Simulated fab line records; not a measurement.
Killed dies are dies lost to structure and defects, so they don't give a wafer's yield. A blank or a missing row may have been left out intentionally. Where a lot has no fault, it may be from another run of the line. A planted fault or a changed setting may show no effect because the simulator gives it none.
Matching of chambers + flow nand harc + NHARC_P_CONTACT_DEP_30 on pecvd-02 has 3 sister chambers
The step deposits SiNx, target thk 30 nm. 6 wafers are shown with their chamber, then 8 later ones without.

EACH WAFER AND ITS CHAMBER
| wafer  | chamber | heater power w (W) |
|--------|---------|--------------------|
| L375.1 | 0       | 544                |
| L379.4 | 2       | 661                |
| L379.5 | 0       | 515                |
| L385.4 | 1       | 767                |
| L385.5 | 2       | 572                |
| L387.3 | 1       | 729                |

WAFERS MISSING THEIR CHAMBER
| wafer  | heater power w (W) |
|--------|--------------------|
| L387.5 | 756                |
| L387.6 | 589                |
| L390.1 | 624                |
| L390.2 | 739                |
| L390.3 | 593                |
| L394.4 | 556                |
| L394.5 | 555                |
| L394.6 | 729                |

WHICH CHAMBER EACH ONE RAN IN
| wafer  | from the rows above     | in truth                   |
|--------|-------------------------|----------------------------|
| L387.5 | 1                       | 1                          |
| L387.6 | can't be placed: 2 or 0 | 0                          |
| L390.1 | 2                       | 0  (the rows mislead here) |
| L390.2 | 1                       | 1                          |
| L390.3 | can't be placed: 2 or 0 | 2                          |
| L394.4 | can't be placed: 0 or 2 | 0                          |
| L394.5 | can't be placed: 0 or 2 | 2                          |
| L394.6 | 1                       | 1                          |
Correctly placed: 3 of 8. Not placeable from these rows: 4 (in 4, the candidates include the true chamber). 1 placed wrongly.
How it was worked out, from the rows above alone: a wafer's distance from a chamber is the root of the sum, over the readings, of the square of ((its reading less the chamber's mean) divided by the reading's scatter). The wafer belongs to the nearest chamber; if the next one is less than 2 further off, it can't be placed. A chamber's mean is the mean of its shown wafers. The scatter: the root of (the sum of the squares of (reading less its chamber's mean) over the shown wafers, divided by (wafers less chambers)).
